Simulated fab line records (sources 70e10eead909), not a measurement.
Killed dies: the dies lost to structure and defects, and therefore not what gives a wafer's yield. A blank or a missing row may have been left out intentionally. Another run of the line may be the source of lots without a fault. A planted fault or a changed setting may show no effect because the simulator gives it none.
fab line records    flow nand_harc    part 1 of 2: steps 1 to 20 of 32
record lots=5  wafers=15  last_day=33
route steps=1302 shown A_BLC@1116 A_M0@1137
lots that met no fault: taken from a fault-free run of the same line
start_h: hours from the record's opening day to when the first of the lot's shown wafers began    wait_h: hours since the lot's step before    " as in the row above    L1.1+2: a single row standing in for several wafers    - no value present, or no start provided    * or withheld: withheld    < > ~ a bound
route shown NAME@n: a module of which the file shows steps, and the number in the route of the first    usual: mean/standard deviation of fault-free wafers    same: alike in all rows    chamber/n: place in a boat    sites: each site's reading    _std_site: standard deviation of those values    _edge_site: inner sites' mean taken away from outer sites' mean    radius_mm: for every site, how far away it sits from the centre of the wafer    mask NAME#n: copy n    behind: the most recent tool/chamber to have shaped the wafer    hold: why the lot went on hold/how many hours it stayed there/how the hold came to an end    device: names the non-switching transistor (n, p or np)    end of line: the route-end tests of the same wafers    for a step that has no rows: nothing shown but its recipe    killed: not the wafer's yield, but the dies lost to structure and defects at the first sort    map: per-die view of a wafer (x killed, . not killed, _ where there is no die)
set.NAME: the run value of the setting; set.NAME@STEP: its run value at that earlier step    model.NAME: the simulator's own value behind a step, which no gauge read
lots seen at some steps along the route; tables by step, rows by wafer
services: when a tool's chamber went out of use (start_h, in hours from the record's first day, below 0 if earlier), for how many hours, and the reason
## steps
# step NHARC_A_BLC_DEVELOP_09
# recipe develop_time_s=35  dev_temp_c=23
# usual developer_temp_C=23.00/0.098
# same develop_time_s=35
lot.wafer  tool            chamber  start_h  wait_h  developer_temp_C
L081.4     litho_track-06  0        -        -       23.15
L081.5     "               0        "        "       23.08
L081.6     "               0        "        "       22.97
L080.1     litho_track-06  0        -        -       22.92
L080.2     "               0        "        "       23.07
L080.4     "               0        "        "       22.93
L083.1     litho_track-04  0        -        -       22.90
L083.3     "               0        "        "       22.83
L083.5     "               0        "        "       22.90
L087.1     litho_track-01  0        -        -       23.16
L087.3     "               0        "        "       23.06
L087.4     "               0        "        "       23.08
L097.1     litho_track-04  0        -        -       22.79
L097.2     "               0        "        "       23.10
L097.5     "               0        "        "       23.07
# step NHARC_A_BLC_CD_MEAS_10
# recipe target_cd_nm=100  landing_energy_ev=500
# usual cd_nm=99.9/0.6
lot.wafer  tool       chamber  start_h  wait_h  cd_nm
L081.4     cd_sem-03  0        574.83   -       99.9
L081.5     "          0        "        "       99.2
L081.6     "          0        "        "       99.9
L080.1     cd_sem-02  0        576.03   -       100.1
L080.2     "          0        "        "       99.6
L080.4     "          0        "        "       99.8
L083.1     cd_sem-03  0        591.92   -       100.2
L083.3     "          0        "        "       100.1
L083.5     "          0        "        "       100.9
L087.1     cd_sem-03  0        646.45   -       101.1
L087.3     "          0        "        "       100.2
L087.4     "          0        "        "       101.7
L097.1     cd_sem-01  0        749.75   -       100.2
L097.2     "          0        "        "       100.4
L097.5     "          0        "        "       100.4
# step NHARC_A_BLC_OVL_MEAS_11
# usual overlay_x_nm=-0.2/0.99  overlay_y_nm=0.2/0.83
lot.wafer  tool        chamber  start_h  wait_h  overlay_x_nm  overlay_y_nm
L081.4     overlay-02  -        574.91   -       -1.9          -0.1
L081.5     "           -        "        "       -1.2          -0.2
L081.6     "           -        "        "       -1.6          -0.2
L080.1     overlay-01  -        576.12   -       -0.6          0.8
L080.2     "           -        "        "       -0.6          1.0
L080.4     "           -        "        "       -0.5          0.5
L083.1     overlay-01  -        592.00   -       0.9           -1.2
L083.3     "           -        "        "       0.6           -0.9
L083.5     "           -        "        "       0.2           -0.8
L087.1     overlay-02  -        646.54   -       -0.1          0.8
L087.3     "           -        "        "       -0.5          1.1
L087.4     "           -        "        "       -0.2          0.8
L097.1     overlay-02  -        749.84   -       0.2           0.6
L097.2     "           -        "        "       1.3           0.2
L097.5     "           -        "        "       0.5           0.5
# step NHARC_A_BLC_INSPECT_12
# usual raw_defect_count=93/39
lot.wafer  tool               chamber  start_h  wait_h  raw_defect_count
L081.4     defect_inspect-02  -        574.95   0.0     121
L081.5     "                  -        "        "       120
L081.6     "                  -        "        "       129
L080.1     defect_inspect-01  -        576.16   0.0     78
L080.2     "                  -        "        "       82
L080.4     "                  -        "        "       60
L083.1     defect_inspect-02  -        592.04   0.0     133
L083.3     "                  -        "        "       145
L083.5     "                  -        "        "       146
L087.1     defect_inspect-02  -        646.58   0.0     116
L087.3     "                  -        "        "       105
L087.4     "                  -        "        "       104
L097.1     defect_inspect-01  -        749.88   0.0     67
L097.2     "                  -        "        "       57
L097.5     "                  -        "        "       61
# step NHARC_A_BLC_DESCUM_15
# recipe time_s=3  o2_flow_sccm=200  ar_flow_sccm=0  bias_power_w=0  chemistry=O2
# usual drypump_motor_current_A=5.7/0.31  o2_flow_sccm=200.0/0.6  oes_product_au=1.004/0.0096  rf_vpp_V=57.7/0.81  showerhead_plenum_p_Torr=1.88/0.068  throttle_valve_pct=11.312/0.0092
lot.wafer  tool         chamber  start_h  wait_h  drypump_motor_current_A  o2_flow_sccm  oes_product_au  rf_hours_counter_h  rf_vpp_V  showerhead_plenum_p_Torr  throttle_valve_pct
L081.4     rie_diel-05  0        575.01   0.1     5.5                      200.6         1.004           11                  57.8      1.87                      11.320
L081.5     "            0        "        "       5.5                      200.2         1.019           -                   57.3      1.87                      11.324
L081.6     "            1        "        "       5.9                      199.6         1.021           -                   57.7      1.85                      11.306
L080.2     rie_diel-05  0        576.22   0.1     5.5                      199.4         1.013           11                  56.8      1.87                      11.312
L080.1     "            1        "        "       6.0                      199.7         1.026           12                  57.4      1.85                      11.301
L080.4     "            2        "        "       5.8                      199.8         1.008           11                  57.4      1.80                      11.318
L083.3     rie_diel-07  2        592.10   0.1     6.1                      200.0         1.004           35                  57.6      1.97                      11.321
L083.1     "            0        "        "       6.3                      200.6         0.994           36                  56.6      1.81                      11.312
L083.5     "            3        "        "       5.0                      200.0         1.007           -                   58.1      1.96                      11.293
L087.4     rie_diel-11  2        646.64   0.1     5.2                      199.4         0.993           1                   57.5      1.99                      11.317
L087.3     "            3        "        "       6.0                      198.3         1.005           1                   58.6      2.01                      11.313
L087.1     "            0        "        "       5.5                      200.6         1.003           1                   57.4      1.92                      11.321
L097.2     rie_diel-11  0        749.95   0.1     5.5                      200.3         1.003           10                  57.1      1.91                      11.320
L097.1     "            2        "        "       5.2                      199.6         1.021           10                  57.3      1.99                      11.318
L097.5     "            3        "        "       5.9                      199.4         1.013           -                   59.4      2.00                      11.310
# step NHARC_A_BLC_ETCH_16
# recipe target_depth_a=390  over_etch_frac=0.3  time_s=65  ion_energy_ev=80  cf4_flow_sccm=150  ar_flow_sccm=0  rf_w=300  bias_w=100  chemistry=CF4
# usual drypump_motor_current_A=5.70/0.3  oes_product_au=1.005/0.01  rf_fwd_power_W=297.0/0.96  rf_vpp_V=150.9/1.1  showerhead_plenum_p_Torr=1.74/0.056  throttle_valve_pct=13.284/0.0095
lot.wafer  tool         chamber  start_h  wait_h  drypump_motor_current_A  oes_product_au  rf_fwd_power_W  rf_hours_counter_h  rf_vpp_V  showerhead_plenum_p_Torr  throttle_valve_pct
L081.4     rie_diel-05  1        575.10   0.1     5.96                     1.029           297.8           12                  150.0     1.72                      13.297
L081.6     "            3        "        "       5.46                     1.008           297.5           -                   151.4     1.72                      13.311
L081.5     "            0        "        "       5.50                     1.012           296.5           -                   150.2     1.73                      13.288
L080.1     rie_diel-05  0        576.31   0.1     5.51                     1.009           296.8           11                  149.8     1.73                      13.292
L080.4     "            1        "        "       5.96                     1.030           297.4           12                  149.2     1.72                      13.275
L080.2     "            3        "        "       5.47                     1.009           296.4           11                  150.7     1.72                      13.297
L083.3     rie_diel-07  0        592.23   0.1     6.33                     0.991           296.2           36                  150.4     1.68                      13.276
L083.1     "            3        "        "       4.91                     1.002           296.2           35                  151.2     1.81                      13.274
L083.5     "            0        "        "       6.29                     1.000           296.8           -                   151.0     1.68                      13.277
L087.4     rie_diel-11  0        646.73   0.1     5.49                     1.012           298.2           1                   151.3     1.77                      13.271
L087.3     "            1        "        "       5.97                     1.002           299.0           1                   153.1     1.85                      13.284
L087.1     "            3        "        "       5.96                     1.009           297.6           1                   153.1     1.85                      13.301
L097.1     rie_diel-11  0        750.05   0.1     5.48                     1.006           297.5           10                  150.4     1.77                      13.279
L097.2     "            2        "        "       5.20                     0.992           295.4           10                  150.7     1.84                      13.297
L097.5     "            3        "        "       6.00                     1.021           298.9           -                   152.5     1.84                      13.265
# step NHARC_A_BLC_ETCH_17
# recipe target_depth_a=3900  over_etch_frac=0.25  time_s=609.38  ion_energy_ev=200  n2_flow_sccm=150  h2_flow_sccm=150  ar_flow_sccm=0  rf_w=400  bias_w=150  chemistry=N2/H2
# usual drypump_motor_current_A=5.7/0.3  oes_product_au=1.004/0.0097  rf_fwd_power_W=399.7/1.2  rf_vpp_V=429.5/2.1  showerhead_plenum_p_Torr=2.01/0.069  throttle_valve_pct=14.172/0.0089
lot.wafer  tool         chamber  start_h  wait_h  drypump_motor_current_A  oes_product_au  rf_fwd_power_W  rf_hours_counter_h  rf_vpp_V  showerhead_plenum_p_Torr  throttle_valve_pct
L081.4     rie_diel-05  0        -        -       5.5                      0.999           399.9           11                  428.8     1.99                      14.155
L081.5     "            2        "        "       5.8                      1.009           402.2           -                   427.8     1.91                      14.184
L081.6     "            3        "        "       5.4                      1.000           401.9           -                   428.9     1.98                      14.182
L080.4     rie_diel-05  0        -        -       5.5                      1.000           399.0           11                  429.3     1.99                      14.171
L080.2     "            1        "        "       6.0                      1.033           400.1           12                  430.3     1.97                      14.184
L080.1     "            2        "        "       5.8                      1.004           396.9           12                  427.4     1.91                      14.174
L083.1     rie_diel-07  2        -        -       6.1                      0.996           400.5           35                  432.1     2.10                      14.165
L083.3     "            1        "        "       5.9                      0.998           399.6           36                  429.7     1.99                      14.165
L083.5     "            3        "        "       4.9                      0.997           400.7           -                   431.5     2.09                      14.160
L087.3     rie_diel-11  0        -        -       5.5                      1.015           398.2           1                   430.8     2.04                      14.187
L087.1     "            1        "        "       6.0                      1.004           399.3           1                   433.7     2.14                      14.164
L087.4     "            2        "        "       5.2                      0.986           400.8           1                   433.0     2.13                      14.163
L097.2     rie_diel-11  0        -        -       5.5                      1.005           399.0           10                  431.6     2.04                      14.164
L097.1     "            2        "        "       5.2                      0.996           400.0           10                  432.9     2.12                      14.171
L097.5     "            2        "        "       5.2                      0.996           399.8           -                   431.7     2.12                      14.177
# step NHARC_A_BLC_ETCH_18
# recipe target_depth_a=9100  c4f8_flow_sccm=20  o2_flow_sccm=10  ar_flow_sccm=withheld  rf_w=600  bias_w=1500  chemistry=C4F8/O2/Ar
# usual oes_product_au=0.957/0.023  rf_fwd_power_W=599.1/1.8  rf_vpp_V=976/4.4
lot.wafer  tool         chamber  start_h  wait_h  oes_product_au  rf_fwd_power_W  rf_hours_counter_h  rf_vpp_V
L081.4     rie_diel-05  0        -        -       0.965           601.0           11                  976
L081.5     "            3        "        "       0.973           597.3           -                   976
L081.6     "            0        "        "       0.962           598.9           -                   978
L080.2     rie_diel-05  0        -        -       0.928           596.4           12                  977
L080.4     "            1        "        "       0.936           598.9           12                  975
L080.1     "            3        "        "       0.920           599.4           11                  975
L083.1     rie_diel-07  1        -        -       0.929           599.7           36                  975
L083.3     "            3        "        "       0.923           599.4           36                  980
L083.5     "            2        "        "       0.938           597.6           -                   982
L087.3     rie_diel-11  3        -        -       0.966           599.1           2                   983
L087.4     "            0        "        "       0.998           600.6           1                   977
L087.1     "            1        "        "       0.982           600.0           1                   985
L097.2     rie_diel-11  3        -        -       0.929           602.2           11                  984
L097.1     "            0        "        "       0.941           597.7           10                  978
L097.5     "            3        "        "       0.934           604.0           -                   985
# step NHARC_A_BLC_CD_MEAS_19
# usual cd_nm=99.7/2.2
lot.wafer  tool       chamber  start_h  wait_h  cd_nm
L081.4     cd_sem-01  -        575.98   -       98.4
L081.5     "          -        "        "       100.9
L081.6     "          -        "        "       96.6
L080.1     cd_sem-01  -        577.19   -       101.6
L080.2     "          -        "        "       99.6
L080.4     "          -        "        "       100.4
L083.1     cd_sem-03  -        593.31   -       96.0
L083.3     "          -        "        "       102.5
L083.5     "          -        "        "       99.4
L087.1     cd_sem-03  -        647.61   -       99.6
L087.3     "          -        "        "       97.7
L087.4     "          -        "        "       99.2
L097.1     cd_sem-01  -        751.43   -       96.7
L097.2     "          -        "        "       96.8
L097.5     "          -        "        "       95.8
# step NHARC_A_BLC_STRIP_29
# recipe cf4_flow_sccm=150  ar_flow_sccm=0  bias_w=0  chemistry=CF4
# usual drypump_motor_current_A=5.7/0.3  oes_product_au=1.005/0.0083  rf_vpp_V=59.4/0.91  showerhead_plenum_p_Torr=1.78/0.063  throttle_valve_pct=13.285/0.0094
lot.wafer  tool         chamber  start_h  wait_h  drypump_motor_current_A  oes_product_au  rf_hours_counter_h  rf_vpp_V  showerhead_plenum_p_Torr  throttle_valve_pct
L081.4     rie_diel-11  0        576.06   0.1     5.5                      1.004           12                  59.8      1.77                      13.285
L081.5     "            3        "        "       6.0                      1.006           -                   59.8      1.85                      13.286
L081.6     "            0        "        "       5.5                      1.001           -                   60.8      1.77                      13.297
L080.1     rie_diel-11  1        577.27   0.1     6.0                      0.997           13                  59.5      1.85                      13.266
L080.4     "            2        "        "       5.2                      1.013           14                  61.1      1.84                      13.296
L080.2     "            3        "        "       6.0                      1.010           13                  59.0      1.85                      13.272
L083.1     rie_diel-11  3        593.39   0.1     6.0                      1.011           13                  61.0      1.85                      13.271
L083.3     "            1        "        "       6.0                      0.996           13                  59.9      1.85                      13.278
L083.5     "            0        "        "       5.5                      1.003           -                   59.7      1.77                      13.287
L087.3     rie_diel-05  3        647.68   0.1     5.4                      1.011           4                   59.4      1.72                      13.278
L087.1     "            0        "        "       5.5                      1.017           4                   59.5      1.73                      13.274
L087.4     "            2        "        "       5.8                      1.000           4                   60.4      1.67                      13.280
L097.1     rie_diel-11  1        751.52   0.1     6.0                      0.994           8                   58.7      1.84                      13.292
L097.2     "            2        "        "       5.2                      0.992           10                  60.0      1.84                      13.291
L097.5     "            0        "        "       5.5                      0.994           -                   58.3      1.77                      13.284
# step NHARC_A_BLC_STRIP_21
# recipe o2_flow_sccm=500  ar_flow_sccm=0  bias_w=0  chemistry=O2
# usual drypump_motor_current_A=5.70/0.3  o2_flow_sccm=500.0/1.4  oes_product_au=1.006/0.0084  rf_vpp_V=57.9/0.85  showerhead_plenum_p_Torr=3.54/0.13  throttle_valve_pct=17.037/0.0091
lot.wafer  tool         chamber  start_h  wait_h  drypump_motor_current_A  o2_flow_sccm  oes_product_au  rf_hours_counter_h  rf_vpp_V  showerhead_plenum_p_Torr  throttle_valve_pct
L081.4     rie_diel-11  2        576.17   0.1     5.25                     499.6         1.006           14                  57.4      3.67                      17.036
L081.6     "            0        "        "       5.49                     497.2         0.998           -                   57.7      3.53                      17.033
L081.5     "            1        "        "       5.98                     499.5         0.994           -                   58.9      3.68                      17.041
L080.1     rie_diel-11  3        577.37   0.1     5.98                     499.6         1.009           13                  58.2      3.69                      17.031
L080.2     "            1        "        "       5.99                     497.4         1.000           13                  59.3      3.68                      17.052
L080.4     "            2        "        "       5.23                     500.8         1.020           14                  59.1      3.67                      17.044
L083.3     rie_diel-11  1        593.51   0.1     5.99                     499.5         0.994           13                  59.3      3.68                      17.041
L083.1     "            2        "        "       5.24                     499.4         1.008           14                  57.7      3.67                      17.043
L083.5     "            0        "        "       5.50                     501.7         1.006           -                   58.9      3.53                      17.062
L087.3     rie_diel-05  1        647.79   0.1     6.00                     498.1         1.013           4                   58.0      3.42                      17.038
L087.1     "            3        "        "       5.47                     500.1         1.002           4                   57.1      3.43                      17.031
L087.4     "            0        "        "       5.51                     500.1         1.009           4                   56.4      3.45                      17.038
L097.2     rie_diel-11  2        751.63   0.1     5.24                     500.4         0.991           10                  59.1      3.66                      17.052
L097.1     "            3        "        "       5.97                     499.3         1.011           11                  57.0      3.68                      17.036
L097.5     "            1        "        "       6.01                     502.2         1.004           -                   58.6      3.68                      17.056
# step NHARC_A_BLC_STRIP_22
# recipe time_s=600  temp_c=30  chemistry=post_etch_residue_remover
lot.wafer   tool          chamber  start_h  wait_h
L081.4+5+6  wet_bench-03  1,2,3    576.31   -
L080.4+2+1  wet_bench-02  3,4,5    577.53   -
L083.3+5+1  wet_bench-02  1,2,3    593.65   -
L087.3+4+1  wet_bench-09  5,6,0    647.95   -
L097.5+2+1  wet_bench-09  4,7,0    751.76   -
# step NHARC_A_BLC_DEGAS_30
# recipe temp_c=300  time_s=60
# usual heater_power_w=446/60
lot.wafer  tool            chamber  start_h  wait_h  heater_power_w
L081.4     pvd_sputter-02  -        576.59   -       438
L081.5     "               -        "        "       445
L081.6     "               -        "        "       369
L080.4     pvd_sputter-03  -        577.79   -       415
L080.2     "               -        "        "       570
L080.1     "               -        "        "       412
L083.3     pvd_sputter-03  -        593.92   -       414
L083.1     "               -        "        "       525
L083.5     "               -        "        "       407
L087.4     pvd_sputter-03  -        648.21   -       533
L087.3     "               -        "        "       403
L087.1     "               -        "        "       522
L097.1     pvd_sputter-02  -        752.03   -       448
L097.2     "               -        "        "       423
L097.5     "               -        "        "       445
# step NHARC_A_BLC_PRE_CLEAN_31
# recipe time_s=15  bias_v=250  gas=Ar
lot.wafer   tool            chamber  start_h  wait_h
L081.4+5+6  pvd_sputter-02  -        -        -
L080.4+2+1  pvd_sputter-03  -        -        -
L083.1+3+5  pvd_sputter-03  -        -        -
L087.4+3+1  pvd_sputter-03  -        -        -
L097.1+2+5  pvd_sputter-02  -        -        -
# step NHARC_A_BLC_PVD_32
# recipe target_thk_a=50  chamber_pressure_pa=5  power_w=5000  substrate_temp_c=200  time_s=17.7  material=Ti
# usual throttle_valve_pct=30.4/0.66
lot.wafer  tool            chamber  start_h  wait_h  throttle_valve_pct
L081.4     pvd_sputter-02  -        -        -       30.4
L081.5     "               -        "        "       30.3
L081.6     "               -        "        "       30.5
L080.2     pvd_sputter-03  -        -        -       30.1
L080.1     "               -        "        "       30.3
L080.4     "               -        "        "       29.3
L083.3     pvd_sputter-03  -        -        -       30.4
L083.1     "               -        "        "       29.2
L083.5     "               -        "        "       31.3
L087.3     pvd_sputter-03  -        -        -       30.5
L087.4     "               -        "        "       29.5
L087.1     "               -        "        "       31.5
L097.2     pvd_sputter-02  -        -        -       30.0
L097.1     "               -        "        "       30.3
L097.5     "               -        "        "       30.3
# step NHARC_A_BLC_ALD_23
# recipe target_thk_a=30  pulse_time_s=1  ald_cycles=150  temp_c=450  material=TiN
# usual heater_power_w=1092/110  precursor_pulse_height_rel=1.003/0.021
lot.wafer  tool          chamber  start_h  wait_h  heater_power_w  precursor_pulse_height_rel
L081.4     ald_metal-04  3        576.83   -       1050            0.977
L081.6     "             2        "        "       1001            1.012
L081.5     "             3        "        "       1067            1.045
L080.4     ald_metal-01  2        578.04   -       925             0.987
L080.1     "             3        "        "       1095            0.996
L080.2     "             0        "        "       1100            1.007
L083.3     ald_metal-01  0        594.16   -       1115            1.055
L083.1     "             2        "        "       939             1.026
L083.5     "             1        "        "       1053            1.034
L087.4     ald_metal-04  1        648.45   -       1249            0.976
L087.3     "             3        "        "       1081            0.986
L087.1     "             0        "        "       1137            1.028
L097.1     ald_metal-01  2        752.27   -       926             1.017
L097.2     "             3        "        "       1051            1.019
L097.5     "             2        "        "       967             1.017
# step NHARC_A_BLC_CVD_24
# recipe target_thk_a=1500  temp_c=300  pressure_torr=40  wf6_flow_sccm=40  h2_flow_sccm=1600  ar_flow_sccm=1560  time_s=434  material=W
# usual chamber_pressure_Torr=39.98/0.092  heater_power_w=428/22  throttle_valve_pct=7.79/0.29
lot.wafer  tool      chamber  start_h  wait_h  chamber_pressure_Torr  heater_power_w  throttle_valve_pct
L081.4     cvd_w-01  1        -        -       40.19                  457             7.46
L081.6     "         0        "        "       40.03                  433             7.82
L081.5     "         1        "        "       39.96                  449             7.40
L080.1     cvd_w-02  1        -        -       39.91                  449             7.96
L080.2     "         1        "        "       40.02                  441             7.99
L080.4     "         1        "        "       40.02                  451             7.96
L083.1     cvd_w-01  1        -        -       39.89                  449             7.18
L083.3     "         1        "        "       40.08                  463             7.55
L083.5     "         0        "        "       40.06                  448             7.84
L087.1     cvd_w-01  1        -        -       39.99                  458             7.46
L087.3     "         1        "        "       40.12                  449             7.40
L087.4     "         0        "        "       40.13                  457             7.66
L097.2     cvd_w-01  1        -        -       40.04                  426             7.20
L097.1     "         0        "        "       40.00                  474             7.76
L097.5     "         1        "        "       39.84                  411             7.04
# step NHARC_A_BLC_CMP_25
# recipe t_overpolish_s=30  target_thk_nm=150
# usual motor_current_A=11.7/1.6  overpolish_run_s=30.000/0.0083  pad_life_wafers=172/100  time_to_endpoint_s=30.8/2.3
# same t_overpolish_s=30
lot.wafer  tool    chamber  start_h  wait_h  motor_current_A  overpolish_run_s  pad_life_wafers  time_to_endpoint_s
L081.4     cmp-03  1        577.57   0.3     10.2             29.997            79               30.2
L081.6     "       0        "        "       13.9             30.002            -                28.0
L081.5     "       1        "        "       10.9             30.010            -                33.6
L080.4     cmp-04  1        579.21   0.4     11.1             29.991            264              29.7
L080.2     "       2        "        "       10.0             30.000            265              32.8
L080.1     "       0        "        "       11.1             30.008            267              30.8
L083.1     cmp-02  0        594.91   0.4     10.2             29.998            265              30.9
L083.3     "       1        "        "       10.3             29.993            266              30.3
L083.5     "       3        "        "       13.6             30.004            -                33.8
L087.1     cmp-04  0        649.18   0.5     10.6             30.001            180              31.1
L087.4     "       2        "        "       9.5              30.001            182              32.5
L087.3     "       3        "        "       14.4             30.004            183              29.3
L097.2     cmp-02  1        753.06   0.5     9.7              29.998            92               29.9
L097.1     "       2        "        "       14.4             29.996            93               29.0
L097.5     "       3        "        "       13.4             29.981            -                32.0
# step NHARC_A_BLC_SRD_27
lot.wafer   tool          chamber  start_h  wait_h
L081.4+5+6  wet_bench-09  5,6,0    577.87   0.0
L080.2+4+1  wet_bench-03  5,6,1    579.54   0.0
L083.3+5+1  wet_bench-03  5,7,2    595.21   0.0
L087.4+3+1  wet_bench-03  2,3,6    649.50   0.0
L097.2+1+5  wet_bench-09  7,0,4    753.34   0.0
# step NHARC_A_BLC_INSPECT_28
# usual raw_defect_count=565/150
lot.wafer  tool               chamber  start_h  wait_h  raw_defect_count
L081.4     defect_inspect-01  -        577.95   0.1     524
L081.5     "                  -        "        "       658
L081.6     "                  -        "        "       492
L080.1     defect_inspect-01  -        579.62   0.1     407
L080.2     "                  -        "        "       647
L080.4     "                  -        "        "       500
L083.1     defect_inspect-02  -        595.29   0.1     979
L083.3     "                  -        "        "       662
L083.5     "                  -        "        "       591
L087.1     defect_inspect-02  -        649.58   0.1     508
L087.3     "                  -        "        "       570
L087.4     "                  -        "        "       666
L097.1     defect_inspect-01  -        753.42   0.1     423
L097.2     "                  -        "        "       681
L097.5     "                  -        "        "       545
